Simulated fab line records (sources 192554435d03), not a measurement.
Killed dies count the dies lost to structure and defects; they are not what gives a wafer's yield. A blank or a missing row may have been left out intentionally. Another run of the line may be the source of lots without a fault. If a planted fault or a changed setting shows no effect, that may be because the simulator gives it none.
fab line records | flow n5_finfet
record: lots: 10 | wafers: 30 | last_day: 18
route steps=1938 shown BEOL_M2@914 BEOL_M3@935 BEOL_M4@1111 PASSIVATION@1936
lots with no fault: from the same line, run without faults
start_h: hours from the record's opening day to when the first of the lot's shown wafers began | wait_h: hours since the lot's step before | " as in the row above | L1.1+2: several wafers, shown together as one row | - value missing, or start not given | * or withheld: withheld | < > ~ a bound
route shown NAME@n: names a module that has steps shown in the file, with the first one's number in the route | usual: mean/standard deviation taken from wafers without a fault | same: alike in all rows | chamber/n: place in a boat | sites: each site's reading | _std_site: the standard deviation of these | _edge_site: mean of outer sites minus mean of inner sites | radius_mm: for every site, how far away it sits from the centre of the wafer | mask NAME#n: copy n | behind: the most recent tool/chamber to have shaped the wafer | hold: why the lot went on hold/how many hours it stayed there/how the hold came to an end | device: the transistor (n, p or np) that didn't switch | end of line: the same wafers' tests at the end of the route | a step with no rows: only its recipe | killed: at the first sort, the dies lost to defects and structure; wafer yield is something else | map: a wafer's dies, marking killed ones x, the rest . and places with no die _
set.NAME: the setting that was run; set.NAME@STEP: the one run at that earlier step | model.NAME: the simulator's own value behind a step, which no gauge read
a sample of lots followed through the steps of the route, with each step as a table and each wafer as a row
services: from which hour (start_h, from the record's first day; less than 0 if before it) a tool's chamber was out of use, for how many hours, and why
== steps ==
step: N5_BEOL_M2_SPUTTER_90
recipe: material: Cu | target_thk_a: 45 | temp_c: -20 | chamber_pressure_pa: 0.07 | power_w: withheld | time_s: 8.29
usual: chuck_sensor_temp_C: -16.0/0.46 | throttle_valve_pct: 30.3/1
lot.wafer | tool           | chamber | start_h | wait_h | chuck_sensor_temp_C | throttle_valve_pct
L211.3    | pvd_sputter-01 | -       | 147.11  | 0.1    | -16.2               | 29.8
L211.4    | "              | -       | "       | "      | -16.5               | 30.0
L211.5    | "              | -       | "       | "      | -16.6               | 30.3
L214.2    | pvd_sputter-01 | -       | 162.92  | 0.1    | -15.3               | 30.4
L214.4    | "              | -       | "       | "      | -16.6               | 30.0
L214.6    | "              | -       | "       | "      | -16.7               | 30.1
L216.1    | pvd_sputter-02 | -       | 174.96  | 0.1    | -16.4               | 31.7
L216.3    | "              | -       | "       | "      | -16.6               | 29.6
L216.6    | "              | -       | "       | "      | -16.2               | 31.8
L217.2    | pvd_sputter-02 | -       | 194.18  | 0.1    | -16.4               | 29.8
L217.4    | "              | -       | "       | "      | -16.0               | 28.3
L217.6    | "              | -       | "       | "      | -16.4               | 31.7
L226.1    | pvd_sputter-03 | -       | 260.20  | 0.1    | -15.5               | 30.2
L226.3    | "              | -       | "       | "      | -16.6               | 28.9
L226.5    | "              | -       | "       | "      | -15.4               | 30.5
L224.2    | pvd_sputter-01 | -       | 264.38  | 0.1    | -16.7               | 30.2
L224.5    | "              | -       | "       | "      | -16.7               | 29.8
L224.6    | "              | -       | "       | "      | -15.6               | 31.7
L227.1    | pvd_sputter-02 | -       | 269.14  | 0.1    | -15.4               | 29.9
L227.2    | "              | -       | "       | "      | -16.0               | 28.2
L227.3    | "              | -       | "       | "      | -16.4               | 31.6
L232.2    | pvd_sputter-03 | -       | 277.60  | 0.1    | -16.4               | 28.7
L232.4    | "              | -       | "       | "      | -15.9               | 30.0
L232.6    | "              | -       | "       | "      | -15.5               | 30.3
L231.1    | pvd_sputter-02 | -       | 284.18  | 0.1    | -16.0               | 28.5
L231.3    | "              | -       | "       | "      | -15.4               | 30.1
L231.4    | "              | -       | "       | "      | -16.5               | 29.8
L233.1    | pvd_sputter-03 | -       | 297.54  | 0.1    | -15.3               | 30.0
L233.5    | "              | -       | "       | "      | -15.9               | 31.2
L233.6    | "              | -       | "       | "      | -15.5               | 30.3
step: N5_BEOL_M2_ANNEAL_95
recipe: temp_c: 400 | time_s: 240 | ambient: vacuum
usual: heater_power_w: 843/79
lot.wafer | tool           | chamber | start_h | wait_h | heater_power_w
L211.3    | pvd_sputter-01 | -       | 147.63  | 0.0    | 728
L211.4    | "              | -       | "       | "      | 997
L211.5    | "              | -       | "       | "      | 996
L214.2    | pvd_sputter-01 | -       | 163.44  | 0.0    | 734
L214.4    | "              | -       | "       | "      | 1003
L214.6    | "              | -       | "       | "      | 1009
L216.1    | pvd_sputter-02 | -       | 175.48  | 0.0    | 839
L216.3    | "              | -       | "       | "      | 851
L216.6    | "              | -       | "       | "      | 874
L217.2    | pvd_sputter-02 | -       | 194.70  | 0.0    | 858
L217.4    | "              | -       | "       | "      | 804
L217.6    | "              | -       | "       | "      | 885
L226.1    | pvd_sputter-03 | -       | 260.72  | 0.0    | 735
L226.3    | "              | -       | "       | "      | 833
L226.5    | "              | -       | "       | "      | 722
L224.2    | pvd_sputter-01 | -       | 264.90  | 0.0    | 962
L224.5    | "              | -       | "       | "      | 971
L224.6    | "              | -       | "       | "      | 921
L227.1    | pvd_sputter-02 | -       | 269.66  | 0.0    | 928
L227.2    | "              | -       | "       | "      | 834
L227.3    | "              | -       | "       | "      | 868
L232.2    | pvd_sputter-03 | -       | 278.12  | 0.0    | 842
L232.4    | "              | -       | "       | "      | 849
L232.6    | "              | -       | "       | "      | 719
L231.1    | pvd_sputter-02 | -       | 284.77  | 0.0    | 831
L231.3    | "              | -       | "       | "      | 908
L231.4    | "              | -       | "       | "      | 833
L233.1    | pvd_sputter-03 | -       | 298.06  | 0.0    | 733
L233.5    | "              | -       | "       | "      | 914
L233.6    | "              | -       | "       | "      | 733
step: N5_BEOL_M2_THK_MEAS_53
recipe: thk_meas_gauge: xrf | reads: Cu_of_BEOL_M2_ECD_50
usual: M2_THK: 40.4/1.4
lot.wafer | tool          | chamber | start_h | wait_h | M2_THK[nm]
L211.3    | film_metro-02 | -       | 148.62  | -      | 39.5
L211.4    | "             | -       | "       | "      | 40.9
L211.5    | "             | -       | "       | "      | 38.5
L214.2    | film_metro-02 | -       | 164.37  | -      | 40.7
L214.4    | "             | -       | "       | "      | 43.2
L214.6    | "             | -       | "       | "      | 42.6
L216.1    | film_metro-02 | -       | 176.67  | -      | 39.3
L216.3    | "             | -       | "       | "      | 40.5
L216.6    | "             | -       | "       | "      | 41.9
L217.2    | film_metro-02 | -       | 195.62  | -      | 43.7
L217.4    | "             | -       | "       | "      | 42.2
L217.6    | "             | -       | "       | "      | 43.9
L226.1    | film_metro-01 | -       | 261.65  | -      | 37.7
L226.3    | "             | -       | "       | "      | 40.3
L226.5    | "             | -       | "       | "      | 41.4
L224.2    | film_metro-01 | -       | 265.83  | -      | 38.9
L224.5    | "             | -       | "       | "      | 40.7
L224.6    | "             | -       | "       | "      | 38.7
L227.1    | film_metro-01 | -       | 270.58  | -      | 39.8
L227.2    | "             | -       | "       | "      | 41.6
L227.3    | "             | -       | "       | "      | 40.7
L232.2    | film_metro-01 | -       | 279.05  | -      | 38.7
L232.4    | "             | -       | "       | "      | 41.1
L232.6    | "             | -       | "       | "      | 38.3
L231.1    | film_metro-02 | -       | 285.72  | -      | 39.0
L231.3    | "             | -       | "       | "      | 40.9
L231.4    | "             | -       | "       | "      | 43.4
L233.1    | film_metro-01 | -       | 298.99  | -      | 41.2
L233.5    | "             | -       | "       | "      | 41.3
L233.6    | "             | -       | "       | "      | 40.2
step: N5_BEOL_M3_COAT_61
recipe: resist: SOC | temp_c: 250 | time_s: 60 | spin_rpm: 1500 | resist_thk_nm: 60
usual: heater_power_total_W: 500.5/1.9 | spin_speed_rpm: 1499.8/0.9
lot.wafer | tool           | chamber | start_h | wait_h | heater_power_total_W | spin_speed_rpm
L211.3    | litho_track-05 | 0       | 150.23  | 0.1    | 502.9                | 1497.5
L211.4    | "              | 0       | "       | "      | 500.7                | 1500.3
L211.5    | "              | 0       | "       | "      | 500.5                | 1500.5
L214.2    | litho_track-03 | 0       | 165.34  | 0.1    | 497.9                | 1498.9
L214.4    | "              | 0       | "       | "      | 502.5                | 1502.1
L214.6    | "              | 0       | "       | "      | 502.7                | 1500.4
L216.1    | litho_track-02 | 0       | 179.95  | 0.1    | 498.6                | 1499.0
L216.3    | "              | 0       | "       | "      | 503.0                | 1498.9
L216.6    | "              | 0       | "       | "      | 501.9                | 1499.0
L217.2    | litho_track-02 | 0       | 196.89  | 0.1    | 499.6                | 1499.1
L217.4    | "              | 0       | "       | "      | 502.8                | 1498.7
L217.6    | "              | 0       | "       | "      | 498.4                | 1499.3
L226.1    | litho_track-02 | 0       | 265.46  | 0.1    | 503.0                | 1593.1
L226.3    | "              | 0       | "       | "      | 499.7                | 1592.2
L226.5    | "              | 0       | "       | "      | 501.8                | 1593.8
L224.2    | litho_track-02 | 0       | 266.95  | 0.1    | 503.1                | 1591.7
L224.5    | "              | 0       | "       | "      | 497.4                | 1593.5
L224.6    | "              | 0       | "       | "      | 502.3                | 1592.6
L227.1    | litho_track-05 | 0       | 273.57  | 0.1    | 499.2                | 1500.4
L227.2    | "              | 0       | "       | "      | 500.3                | 1501.0
L227.3    | "              | 0       | "       | "      | 500.5                | 1500.8
L232.2    | litho_track-05 | 0       | 279.93  | 0.1    | 497.4                | 1499.4
L232.4    | "              | 0       | "       | "      | 499.4                | 1501.0
L232.6    | "              | 0       | "       | "      | 498.8                | 1499.1
L231.1    | litho_track-03 | 0       | 287.59  | 0.1    | 498.7                | 1499.4
L231.3    | "              | 0       | "       | "      | 499.3                | 1500.0
L231.4    | "              | 0       | "       | "      | 497.8                | 1499.1
L233.1    | litho_track-05 | 0       | 299.63  | 0.1    | 503.0                | 1498.4
L233.5    | "              | 0       | "       | "      | 501.3                | 1500.4
L233.6    | "              | 0       | "       | "      | 497.9                | 1499.8
step: N5_BEOL_M4_RC_MEAS_101
usual: DIBL_N: 36.3/2 | DIBL_P: 36.3/2.4 | IOFF_N: 0.16/0.034 | IOFF_P: 0.21/0.035 | ION_N: 672/12 | ION_P: 459/6.5 | SS_N: 71.6/0.67 | SS_P: 73.3/0.71 | VT_N: 250/3.5 | VT_P: -251/3
lot.wafer | tool      | chamber | start_h | wait_h | DIBL_N[mV/V] | DIBL_P[mV/V] | IOFF_N[nA/um] | IOFF_P[nA/um] | ION_N[uA/um] | ION_P[uA/um] | SS_N[mV/dec] | SS_P[mV/dec] | VT_N[mV] | VT_P[mV]
L211.3    | prober-01 | 0       | 171.06  | 0.3    | 35.5         | 35.7         | 0.15          | 0.20          | 662          | 458          | 71.6         | 73.3         | 250      | -251
L211.4    | "         | 0       | "       | "      | 35.7         | 35.9         | 0.15          | 0.21          | 661          | 459          | 71.4         | 72.8         | 254      | -251
L211.5    | "         | 0       | "       | "      | 34.9         | 34.7         | 0.13          | 0.19          | 655          | 450          | 71.9         | 72.6         | 251      | -251
L214.2    | prober-02 | 0       | 191.15  | 0.2    | 36.8         | 38.7         | 0.17          | 0.20          | 675          | 453          | 71.6         | 73.8         | 250      | -254
L214.4    | "         | 0       | "       | "      | 35.0         | 37.0         | 0.15          | 0.18          | 675          | 458          | 70.9         | 73.1         | 253      | -255
L214.6    | "         | 0       | "       | "      | 36.5         | 38.6         | 0.16          | 0.21          | 675          | 453          | 71.7         | 73.9         | 253      | -252
L216.1    | prober-01 | 0       | 200.49  | 0.0    | 34.8         | 35.7         | 0.14          | 0.19          | 674          | 460          | 71.6         | 72.7         | 251      | -250
L216.3    | "         | 0       | "       | "      | 36.4         | 37.8         | 0.16          | 0.22          | 675          | 467          | 71.6         | 73.9         | 249      | -249
L216.6    | "         | 0       | "       | "      | 36.4         | 36.9         | 0.17          | 0.21          | 680          | 458          | 70.6         | 73.1         | 247      | -251
L217.2    | prober-02 | 0       | 219.97  | 0.2    | 31.6         | 31.6         | 0.11          | 0.16          | 650          | 451          | 71.4         | 72.7         | 258      | -253
L217.4    | "         | 0       | "       | "      | 33.2         | 33.4         | 0.13          | 0.18          | 660          | 457          | 70.7         | 72.2         | 252      | -251
L217.6    | "         | 0       | "       | "      | 33.5         | 34.0         | 0.14          | 0.20          | 668          | 458          | 71.6         | 73.1         | 251      | -248
L224.2    | prober-01 | 0       | 288.35  | 0.2    | 40.2         | 39.4         | 0.22          | 0.27          | 683          | 469          | 72.0         | 74.3         | 245      | -246
L224.5    | "         | 0       | "       | "      | 37.9         | 37.2         | 0.17          | 0.22          | 667          | 463          | 71.9         | 74.1         | 249      | -249
L224.6    | "         | 0       | "       | "      | 37.9         | 36.3         | 0.16          | 0.21          | 667          | 457          | 71.3         | 74.1         | 251      | -251
L227.1    | prober-02 | 0       | 293.28  | 0.0    | 39.6         | 39.7         | 0.21          | 0.25          | 684          | 467          | 72.5         | 73.8         | 244      | -249
L227.2    | "         | 0       | "       | "      | 39.0         | 39.1         | 0.19          | 0.24          | 676          | 463          | 72.7         | 73.7         | 249      | -249
L227.3    | "         | 0       | "       | "      | 37.7         | 38.0         | 0.17          | 0.22          | 674          | 470          | 72.5         | 73.3         | 251      | -251
L226.1    | prober-02 | 0       | 302.96  | 0.0    | 36.1         | 37.3         | 0.15          | 0.22          | 661          | 462          | 71.3         | 73.1         | 249      | -248
L226.3    | "         | 0       | "       | "      | 36.9         | 37.7         | 0.16          | 0.22          | 669          | 469          | 70.7         | 72.8         | 249      | -245
L226.5    | "         | 0       | "       | "      | 36.7         | 38.0         | 0.16          | 0.22          | 684          | 474          | 72.0         | 73.5         | 249      | -248
L232.2    | prober-02 | 0       | 313.77  | 0.2    | 36.8         | 36.2         | 0.16          | 0.20          | 676          | 458          | 71.6         | 74.0         | 251      | -249
L232.4    | "         | 0       | "       | "      | 33.8         | 32.4         | 0.12          | 0.15          | 666          | 460          | 70.9         | 72.0         | 255      | -256
L232.6    | "         | 0       | "       | "      | 34.3         | 33.0         | 0.13          | 0.16          | 672          | 459          | 70.7         | 72.4         | 253      | -252
L231.1    | prober-01 | 0       | 317.86  | 0.0    | 37.9         | 38.8         | 0.20          | 0.25          | 699          | 473          | 72.3         | 74.4         | 245      | -248
L231.3    | "         | 0       | "       | "      | 37.1         | 37.0         | 0.18          | 0.22          | 679          | 463          | 71.9         | 73.8         | 246      | -249
L231.4    | "         | 0       | "       | "      | 40.2         | 40.1         | 0.24          | 0.28          | 693          | 469          | 72.8         | 74.6         | 243      | -250
L233.1    | prober-01 | 0       | 326.38  | 0.0    | 36.8         | 37.1         | 0.19          | 0.22          | 680          | 459          | 71.8         | 73.0         | 248      | -249
L233.5    | "         | 0       | "       | "      | 37.2         | 37.9         | 0.20          | 0.24          | 679          | 459          | 72.0         | 73.4         | 246      | -248
L233.6    | "         | 0       | "       | "      | 36.1         | 36.1         | 0.18          | 0.21          | 684          | 462          | 72.0         | 72.6         | 245      | -251
step: N5_PASSIVATION_PROBE_49
usual: defect_limited_yield: 91.4/1.5 | killed_at_M0_to_M3: 33/11 | killed_at_M4_up: 14/5.3 | killed_at_contacts: 13/6.2 | killed_at_front_end: 39/13 | killed_at_other: 3.1/2.8 | killed_dies: 102/17 | killed_open: 68/13 | killed_short: 32/7.8 | sort_bin_5_function: 5.1/0.95 | sort_bin_6_memory: 3.2/0.7 | sort_n_pass: 1078/18 | sort_yield_pct: 91.3/1.5
same: gross_dies: 1180 | killed_at_back_side: 0 | sort_bin_4_leakage[%]: 0 | sort_bin_8_speed[%]: 0
lot.wafer | tool      | chamber | start_h | wait_h | defect_limited_yield[%] | killed_at_M0_to_M3 | killed_at_M4_up | killed_at_contacts | killed_at_front_end | killed_at_other | killed_dies | killed_open | killed_short | sort_bin_5_function[%] | sort_bin_6_memory[%] | sort_n_pass | sort_yield_pct[%]
L217.2    | prober-01 | -       | 319.40  | 0.1    | 92.8                    | 20                 | 14              | 7                  | 43                  | 1               | 85          | 58          | 27           | 3.6                    | 3.6                  | 1095        | 92.8
L217.4    | prober-01 | -       | 319.50  | 0.2    | 91.8                    | 29                 | 11              | 17                 | 39                  | 1               | 97          | 69          | 28           | 5.2                    | 2.6                  | 1083        | 91.8
L217.6    | prober-01 | -       | 319.60  | 0.3    | 92.5                    | 34                 | 16              | 9                  | 28                  | 1               | 88          | 55          | 33           | 3.9                    | 3.2                  | 1092        | 92.5
L224.2    | prober-02 | -       | 393.16  | 0.1    | 91.4                    | 22                 | 11              | 8                  | 56                  | 5               | 102         | 76          | 24           | 5.3                    | 3.0                  | 1078        | 91.4
L224.5    | prober-02 | -       | 393.31  | 0.2    | 89.6                    | 39                 | 12              | 7                  | 61                  | 4               | 123         | 79          | 40           | 5.9                    | 4.2                  | 1057        | 89.6
L224.6    | prober-02 | -       | 393.36  | 0.3    | 87.6                    | 41                 | 18              | 9                  | 74                  | 4               | 146         | 87          | 56           | 6.7                    | 4.7                  | 1034        | 87.6
L226.1    | prober-01 | -       | 409.83  | 0.0    | 91.4                    | 26                 | 17              | 19                 | 34                  | 5               | 101         | 70          | 31           | 5.1                    | 3.4                  | 1079        | 91.4
L226.3    | prober-01 | -       | 409.93  | 0.1    | 92.4                    | 40                 | 8               | 23                 | 17                  | 2               | 90          | 67          | 23           | 4.6                    | 2.9                  | 1090        | 92.4
L226.5    | prober-01 | -       | 410.03  | 0.2    | 92.1                    | 33                 | 16              | 16                 | 25                  | 3               | 93          | 58          | 35           | 3.9                    | 3.4                  | 1087        | 92.1
L231.1    | prober-01 | -       | 427.37  | 0.0    | 92.3                    | 19                 | 20              | 11                 | 34                  | 7               | 91          | 64          | 26           | 4.7                    | 2.8                  | 1089        | 92.3
L231.3    | prober-01 | -       | 427.47  | 0.1    | 94.6                    | 21                 | 12              | 7                  | 20                  | 4               | 64          | 40          | 24           | 3.6                    | 1.4                  | 1116        | 94.6
L231.4    | prober-01 | -       | 427.52  | 0.2    | 92.5                    | 19                 | 17              | 10                 | 39                  | 3               | 88          | 56          | 32           | 3.6                    | 3.1                  | 1092        | 92.5
L233.1    | prober-02 | -       | 434.71  | 0.1    | 91.3                    | 27                 | 10              | 23                 | 39                  | 4               | 103         | 74          | 29           | 4.7                    | 3.8                  | 1077        | 91.3
L233.5    | prober-02 | -       | 434.91  | 0.3    | 92.9                    | 16                 | 26              | 9                  | 33                  | 0               | 84          | 60          | 23           | 4.0                    | 2.7                  | 1096        | 92.9
L233.6    | prober-02 | -       | 434.96  | 0.4    | 89.2                    | 16                 | 22              | 30                 | 55                  | 4               | 127         | 93          | 32           | 7.2                    | 3.1                  | 1053        | 89.2
killed by level:class
L217.2 FIN_SAQP:geometric_particle:open=12 FIN_SAQP:geometric_particle:short=10 BEOL_M4:geometric_particle:open=9 STI_FIN_REVEAL:geometric_particle:open=6 BEOL_M1:geometric_particle:open=6 MOL_CONTACT_COAG:geometric_particle:open=5 STARTING-WAFER:geometric_particle:open=5 BEOL_M0_SAQP:geometric_particle:short=4
L217.4 FIN_SAQP:geometric_particle:open=15 MOL_CONTACT_COAG:geometric_particle:open=14 STI_FIN_REVEAL:geometric_particle:open=8 BEOL_M4:geometric_particle:open=8 FIN_SAQP:geometric_particle:short=6 BEOL_M0_SAQP:geometric_particle:open=6 BEOL_M0_SAQP:geometric_particle:short=6 BEOL_M1:geometric_particle:open=6
L217.6 BEOL_M0_SAQP:geometric_particle:short=14 BEOL_M0_SAQP:geometric_particle:open=10 STI_FIN_REVEAL:geometric_particle:open=8 MOL_CONTACT_COAG:geometric_particle:open=7 FIN_SAQP:geometric_particle:open=4 BEOL_M1:geometric_particle:open=4 BEOL_M2:geometric_particle:open=4 FIN_SAQP:geometric_particle:short=3
L224.2 STI_FIN_REVEAL:geometric_particle:open=19 FIN_SAQP:geometric_particle:open=15 FIN_SAQP:geometric_particle:short=8 BEOL_M3:geometric_particle:open=7 MOL_CONTACT_COAG:geometric_particle:open=6 BEOL_M2:geometric_particle:open=5 BEOL_M1:geometric_particle:open=5 GATE_CUT:geometric_particle:short=3
L224.5 FIN_SAQP:geometric_particle:open=18 FIN_SAQP:geometric_particle:short=13 STI_FIN_REVEAL:geometric_particle:open=11 BEOL_M0:geometric_particle:open=9 MOL_CONTACT_COAG:geometric_particle:open=6 BEOL_M0_SAQP:geometric_particle:short=6 BEOL_M0_SAQP:geometric_particle:open=6 STI_FIN_REVEAL:geometric_particle:short=4
L224.6 STI_FIN_REVEAL:geometric_particle:open=25 BEOL_M3:geometric_particle:open=13 BEOL_M0_SAQP:geometric_particle:open=9 BEOL_M0_SAQP:geometric_particle:short=9 STI_FIN_REVEAL:geometric_particle:short=7 GATE_CUT:geometric_particle:short=7 DUMMY_GATE:geometric_particle:open=6 MOL_CONTACT_COAG:geometric_particle:open=6
L226.1 MOL_CONTACT_COAG:geometric_particle:open=18 BEOL_M4:geometric_particle:open=10 STI_FIN_REVEAL:geometric_particle:open=8 BEOL_M2:geometric_particle:open=7 BEOL_M0_SAQP:geometric_particle:short=6 FIN_SAQP:geometric_particle:open=5 FIN_SAQP:geometric_particle:short=5 DUMMY_GATE:geometric_particle:open=5
L226.3 MOL_CONTACT_COAG:geometric_particle:open=19 BEOL_M1:geometric_particle:open=10 BEOL_M0_SAQP:geometric_particle:open=9 BEOL_M2:geometric_particle:open=6 BEOL_M3:geometric_particle:open=5 MOL_CONTACT_COAG:geometric_particle:short=4 BEOL_M3:geometric_particle:short=4 FIN_SAQP:geometric_particle:short=3
L226.5 MOL_CONTACT_COAG:geometric_particle:open=12 BEOL_M0_SAQP:geometric_particle:short=11 STI_FIN_REVEAL:geometric_particle:open=6 BEOL_M8:geometric_particle:open=6 BEOL_M0_SAQP:geometric_particle:open=5 BEOL_M3:geometric_particle:open=5 FIN_SAQP:geometric_particle:open=4 MOL_CONTACT_COAG:geometric_particle:short=4
L231.1 MOL_CONTACT_COAG:geometric_particle:open=10 BEOL_M4:geometric_particle:open=10 GATE_CUT:geometric_particle:short=8 FIN_SAQP:geometric_particle:open=7 BEOL_M0_SAQP:geometric_particle:open=6 FIN_SAQP:geometric_particle:short=4 GATE_CUT:geometric_particle:open=4 BEOL_M0_SAQP:geometric_particle:short=4
L231.3 BEOL_M2:geometric_particle:open=7 MOL_CONTACT_COAG:geometric_particle:open=6 GATE_CUT:geometric_particle:open=5 BEOL_M4:geometric_particle:open=5 GATE_CUT:geometric_particle:short=4 FIN_SAQP:geometric_particle:short=3 FIN_SAQP:geometric_particle:open=3 STI_FIN_REVEAL:geometric_particle:short=3
L231.4 BEOL_M4:geometric_particle:open=9 FIN_SAQP:geometric_particle:short=8 FIN_SAQP:geometric_particle:open=7 MOL_CONTACT_COAG:geometric_particle:open=6 BEOL_M2:geometric_particle:open=6 STI_FIN_REVEAL:geometric_particle:open=5 GATE_CUT:geometric_particle:open=5 BEOL_M0_SAQP:geometric_particle:short=5
L233.1 MOL_CONTACT_COAG:geometric_particle:open=19 BEOL_M1:geometric_particle:open=12 FIN_SAQP:geometric_particle:open=6 GATE_CUT:geometric_particle:short=6 STI_FIN_REVEAL:geometric_particle:open=5 ILD0:geometric_particle:open=5 GATE_CUT:geometric_particle:open=4 MOL_CONTACT_COAG:geometric_particle:short=4
L233.5 BEOL_M5:geometric_particle:open=11 STI_FIN_REVEAL:geometric_particle:open=9 FIN_SAQP:geometric_particle:open=6 MOL_CONTACT_COAG:geometric_particle:open=6 BEOL_M4:geometric_particle:open=5 BEOL_M2:geometric_particle:open=4 ILD0:geometric_particle:open=4 GATE_CUT:geometric_particle:open=4
L233.6 MOL_CONTACT_COAG:geometric_particle:open=22 STI_FIN_REVEAL:geometric_particle:open=19 FIN_SAQP:geometric_particle:open=9 MOL_CONTACT_COAG:geometric_particle:short=8 BEOL_M1:geometric_particle:open=8 BEOL_M5:geometric_particle:open=7 BEOL_M4:geometric_particle:open=6 STI_FIN_REVEAL:geometric_particle:short=5
== services ==
tool           | chamber | start_h | hours | kind
litho_track-05 | -       | 157.26  | -     | consumable_replace:filter
pvd_sputter-02 | -       | 197.53  | 7.5   | repair
== key ==
first_sign: step: N5_BEOL_M3_COAT_61 | reading: spin_speed_rpm | direction: up | sigmas: 99+ | usual: * | struck: *
effect none on later readings
met_at N5_BEOL_M3_COAT_61
struck_lots L224,L226
not_acting_at N5_BEOL_M2_SPUTTER_90,N5_BEOL_M2_ANNEAL_95,N5_BEOL_M2_THK_MEAS_53
onset_between 196.89 265.46
fault: kind: process_parameter_drift | tool: litho_track-02 | chamber: - | onset_h: 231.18 | steps: N5_BEOL_M3_COAT_61 | channel: spin_rpm | offset: * | shape: step | end_h: 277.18 | acts_in: * | stated: *
